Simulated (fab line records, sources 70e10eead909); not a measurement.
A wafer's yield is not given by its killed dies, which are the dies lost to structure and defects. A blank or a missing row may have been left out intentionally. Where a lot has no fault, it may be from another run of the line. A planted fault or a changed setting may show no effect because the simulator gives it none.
Matching of chambers -- flow nand-harc -- 4 sister chambers for NHARC_A_CHANNEL_FILL_D1_CMP_10 on cmp-01
The step polishes, target thk 150 nm. 16 wafers are shown with their chamber, then 8 later ones without.

WAFERS PAIRED WITH THEIR CHAMBERS
wafer,chamber,motor-current-A (A),edge-zone-pressure-frac,time-to-endpoint-s (s)
L074.1,2,11.0,1.004,15.8
L074.3,0,11.6,1.019,14.5
L074.4,1,11.0,0.997,14.1
L076.2,2,10.7,0.994,18.0
L076.3,3,13.0,0.998,19.2
L076.5,0,11.3,0.996,20.1
L081.2,2,10.5,1.005,13.3
L081.5,3,13.0,1.004,16.6
L081.6,0,10.9,1.003,15.9
L084.2,0,11.6,1.004,15.6
L084.3,2,10.9,1.005,16.7
L084.4,3,13.8,1.004,17.3
L087.2,1,11.1,0.996,16.2
L087.4,0,11.4,1.003,13.8
L087.5,0,11.2,0.999,15.7
L090.3,3,14.1,0.998,15.3

SIGNATURES (averages over the wafers above)
reading,chamber 0,chamber 1,chamber 2,chamber 3,scatter within a chamber
motor-current-A,11.333,11.050,10.775,13.475,0.348
edge-zone-pressure-frac,1.00400,0.99650,1.00200,1.00100,0.00604
time-to-endpoint-s,15.933,15.150,15.950,17.100,1.96
Rule: distance of a wafer from a chamber = root of the sum over the readings of ((wafer's reading minus chamber's mean) / reading's scatter) squared. The wafer belongs to the nearest chamber; if the next one is less than 2 further off, it can't be placed. The scatter: take each reading less its chamber's mean, square it, sum over the shown wafers, divide by the number of wafers less the number of chambers, and take the root.

WAFERS WHOSE CHAMBER IS MISSING
wafer,motor-current-A (A),edge-zone-pressure-frac,time-to-endpoint-s (s)
L090.4,11.3,1.011,14.1
L090.5,12.9,0.998,14.3
L091.2,11.9,0.995,12.1
L091.5,11.7,0.998,12.0
L091.6,11.1,0.997,13.2
L096.1,13.6,1.000,14.7
L096.2,10.7,1.002,12.8
L096.4,11.7,1.009,13.1

WHICH CHAMBER EACH WENT THROUGH
wafer,from the rows above,in truth
L090.4,can't be placed: 0 or 2 or 1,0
L090.5,3,3
L091.2,can't be placed: 1 or 0 or 2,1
L091.5,can't be placed: 0 or 1 or 2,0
L091.6,can't be placed: 1 or 2 or 0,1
L096.1,3,3
L096.2,can't be placed: 2 or 1 or 0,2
L096.4,can't be placed: 0 or 1 or 2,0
Placed correctly: 2 of 8. Cannot be placed on the basis of these rows: 6; the candidates contain the true chamber in 6. 0 placed wrongly.
